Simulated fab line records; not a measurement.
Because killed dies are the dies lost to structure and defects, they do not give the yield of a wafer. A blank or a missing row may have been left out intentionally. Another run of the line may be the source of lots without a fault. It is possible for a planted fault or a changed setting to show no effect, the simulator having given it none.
Chamber matching | flow nand_harc | NHARC_THIN_TSV_CMP_01 on cmp-03: 4 sister chambers
The step polishes. 8 wafers are shown with their chamber, then 8 later ones without.

## EACH WAFER AND ITS CHAMBER
wafer  | chamber | motor_current_A (A) | slurry_filter_dp_kPa (kPa)
L853.4 | 2       | 13.4                | 13.49
L851.4 | 0       | 10.6                | 13.56
L855.3 | 2       | 12.4                | 13.71
L855.6 | 3       | 11.0                | 13.57
L861.1 | 0       | 11.2                | 13.63
L861.2 | 1       | 10.7                | 13.63
L861.3 | 3       | 11.4                | 13.47
L865.1 | 1       | 10.2                | 13.53

## WAFERS WITH NO CHAMBER GIVEN
wafer  | motor_current_A (A) | slurry_filter_dp_kPa (kPa)
L865.4 | 11.2                | 13.42
L865.6 | 11.3                | 13.46
L866.1 | 10.6                | 13.34
L866.5 | 11.1                | 13.66
L866.6 | 10.6                | 13.40
L872.2 | 10.7                | 13.52
L872.4 | 10.5                | 13.69
L872.5 | 10.5                | 13.27

## CHAMBER TAKEN BY EACH
wafer  | from the rows above          | in truth
L865.4 | can't be placed: 3 or 0 or 1 | 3
L865.6 | can't be placed: 3 or 0 or 1 | 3
L866.1 | can't be placed: 3 or 1 or 0 | 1
L866.5 | can't be placed: 0 or 3 or 1 | 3
L866.6 | can't be placed: 3 or 1 or 0 | 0
L872.2 | can't be placed: 1 or 0 or 3 | 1
L872.4 | can't be placed: 1 or 0 or 3 | 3
L872.5 | can't be placed: 3 or 1 or 0 | 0
Correctly placed: 0 of 8. Unplaceable from these rows: 8, with the true chamber sitting among the candidates in 8. 0 placed wrongly.
How it was worked out, from the rows above alone: a wafer's distance from a chamber is the root of the sum, over the readings, of the square of ((its reading less the chamber's mean) divided by the reading's scatter). The wafer belongs to the nearest chamber; if the next one is less than 2 further off, it can't be placed. For every chamber, the mean is computed from those of its wafers that are shown. The scatter is the square root of a quotient: the sum, over the shown wafers, of each reading's squared deviation from its chamber's mean, divided by wafers minus chambers.
